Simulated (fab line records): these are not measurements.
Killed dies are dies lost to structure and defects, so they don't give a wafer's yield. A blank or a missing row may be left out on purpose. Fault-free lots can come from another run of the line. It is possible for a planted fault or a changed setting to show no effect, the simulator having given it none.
Problem report in the 8D (eight disciplines) form, filled by code :: flow n5-finfet :: the parts of the form that need people (team, actions taken, sign-off) are left out

1. PROBLEM STATEMENT
Wafers without a fault read 3.4, standard deviation 2.5; killed-at-other at N5_PASSIVATION_PROBE_49 reads a mean of 1081.0 on 3 wafers belonging to 2 lots. That is +99 or more standard deviations from the usual mean.
Seen first at day 15 13:49 on prober-02, wafer L512.1. At this step, 9 wafers from 3 lots have a number in the record. Rule for "out", or "out of limits": more than 4 standard deviations from the usual mean. All remaining wafers that have a number are taken as sound.

2. WHAT THIS IS AND IS NOT
question: which readings at this step
is: killed-at-other, defect-limited-yield, killed-dies, killed-on-rim, sort_bin_5_function, sort-n-pass, sort-yield-pct
is not: killed_at_M0_to_M3, killed_at_M4_up, killed-at-contacts, killed-at-front-end, killed-open, killed-short, sort_bin_6_memory, sort_bin_8_speed

question: which lots
is: L512, L517
is not: L519

question: which wafers of those lots
is: L512.1, L512.6, L517.2
is not: L512.4, L517.3, L517.5

question: read on which tools
is: prober-01, prober-02
is not: -

question: when
is: from day 15 13:49
is not: up to then (0 sound wafers); but 6 sound wafers of L512, L517, L519 came after

3. SUSPECTS, AND WHAT RULES EACH OUT
Counting: any tool at a process step up to the reading remains a suspect provided it ran every lot that is out. Sound lots after the first of them don't rule it out here, since some wafers of a struck lot are sound.
- rie-metal-01 at N5_PASSIVATION_AL_ETCH_33 (etches Al in Cl2/BCl3, stops on TaN, target depth 2800 nm, time 466.7 s): kept. It ran every lot that is out, first L512 (day 15 09:07).
- rie-metal-01 at N5_PASSIVATION_ETCH_59 (etches TaN in Cl2/BCl3, target depth 65 nm, time 34.9 s): kept. It ran every lot that is out, first L512 (day 15 09:31).
The count leaves rie-metal-01 at N5_PASSIVATION_ETCH_59 and rie-metal-01 at N5_PASSIVATION_AL_ETCH_33.

4. THE CAUSE (what the simulator had put in)
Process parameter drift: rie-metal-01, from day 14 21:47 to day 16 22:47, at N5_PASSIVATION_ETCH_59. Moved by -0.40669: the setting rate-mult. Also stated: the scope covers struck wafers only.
This tool is one of the 2 suspects left after counting.

5. THE EFFECT CHAIN, in route order
Each row: a reading where the mean over the struck wafers with a number is more than 3 standard deviations away from the usual. Readings are gone through only where the record gives a usual standard deviation; hours: the median, over the lots, of the time from a lot's start at the first step in this table giving one to that lot's start at this step; sigmas: the change measured in usual standard deviations.
hours: 0
step: N5_PASSIVATION_PROBE_49
reading: defect-limited-yield
usual: 91.5 %
on struck wafers: 0.0
change: -91.5
sigmas: -61

hours: 0
step: N5_PASSIVATION_PROBE_49
reading: killed-at-other
usual: 3.4
on struck wafers: 1081.0
change: +1077.6
sigmas: +99 or more

hours: 0
step: N5_PASSIVATION_PROBE_49
reading: killed-dies
usual: 100
on struck wafers: 1180
change: +1080
sigmas: +64

hours: 0
step: N5_PASSIVATION_PROBE_49
reading: killed-on-rim
usual: 13
on struck wafers: 152
change: +139
sigmas: +32

hours: 0
step: N5_PASSIVATION_PROBE_49
reading: sort_bin_5_function
usual: 4.9 %
on struck wafers: 96.5
change: +91.6
sigmas: +95

hours: 0
step: N5_PASSIVATION_PROBE_49
reading: sort-n-pass
usual: 1080
on struck wafers: 0
change: -1080
sigmas: -64

hours: 0
step: N5_PASSIVATION_PROBE_49
reading: sort-yield-pct
usual: 91.5 %
on struck wafers: 0.0
change: -91.5
sigmas: -61
Here are the process steps it includes:
- N5_PASSIVATION_PROBE_49

6. HOW IT WOULD HAVE BEEN CAUGHT EARLIER
The fault began at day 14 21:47; the first out-of-limits reading in this record came at day 15 13:49, 16 hours later.
Tool readings at N5_PASSIVATION_ETCH_59 with a usual standard deviation given in the record: none out on any struck wafer, hence no alarm at a limit of 4 standard deviations on them.
Among the 2 lots that are out, L517 began N5_PASSIVATION_ETCH_59 on rie-metal-01 after day 15 13:49. A hold on the tool at that time would have spared it.
